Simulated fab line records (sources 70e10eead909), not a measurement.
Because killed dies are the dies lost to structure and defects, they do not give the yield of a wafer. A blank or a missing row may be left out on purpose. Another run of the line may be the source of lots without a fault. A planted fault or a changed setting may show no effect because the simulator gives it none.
Which of the tools did it? | flow nand harc | 18 wafers from 6 lots sampled at 2 of the route's 1159 steps

== WHAT EACH GAUGE READ, for each wafer ==
NHARC_P_ZERO_WELL_CD_MEAS_11: target cd 500 nm.
lot  | measured    | on        | cd nm (nm)
L120 | day 1 19:18 | cd sem-02 | 501.8 503.6 502.2
L122 | day 2 07:07 | cd sem-03 | 506.0 500.8 502.8
L128 | day 3 19:25 | cd sem-01 | 498.7 498.4 499.8
L131 | day 4 13:19 | cd sem-03 | 498.8 495.8 494.8
L133 | day 5 01:43 | cd sem-03 | 502.5 500.5 502.8
L140 | day 6 19:14 | cd sem-03 | 527.3 531.8 529.3

== WHICH TOOL RAN EACH LOT (tool, then ch and the chambers of the sampled wafers, then the start) ==
lot  | NHARC_P_ZERO_WELL_PEB_09
L120 | litho track-05 ch 0, day 1 19:13
L122 | litho track-05 ch 0, day 2 07:01
L128 | litho track-07 ch 0, day 3 19:20
L131 | litho track-03 ch 0, day 4 13:14
L133 | litho track-07 ch 0, day 5 01:38
L140 | litho track-03 ch 0, day 6 19:09
- NHARC_P_ZERO_WELL_PEB_09: peb time 80 s.

== THE ANSWER, worked out from the rows above alone ==
Rule: what is usual is taken from the lots themselves. The widest of any qualifying gaps counts: lots, ordered by their means at a reading, are off when they make up no more than a third of the lots, leave a main group of 4 or more, and stand apart from it by 3 or more times the standard deviation of that group's means. If all means in a main group match to the digits the tables above print for the reading, that group is not used. Also off: a lot with no number at a reading for which 4 or more lots have one. All remaining lots with rows at the step are treated as sound.
Off: L140 (NHARC_P_ZERO_WELL_CD_MEAS_11, cd nm). Mean 500.6 nm and standard deviation 2.5 in the main group.
If a tool, at a process step before that reading, ran all the lots that are off and no sound lot after the first of them, it fits. Those tools and the gauges at NHARC_P_ZERO_WELL_CD_MEAS_11 are tried in the same way. This does not decide it: 2 tools fit, namely litho track-03 at NHARC_P_ZERO_WELL_PEB_09 and cd sem-03 at NHARC_P_ZERO_WELL_CD_MEAS_11.

== WHAT THE SIMULATOR HAD PUT IN ==
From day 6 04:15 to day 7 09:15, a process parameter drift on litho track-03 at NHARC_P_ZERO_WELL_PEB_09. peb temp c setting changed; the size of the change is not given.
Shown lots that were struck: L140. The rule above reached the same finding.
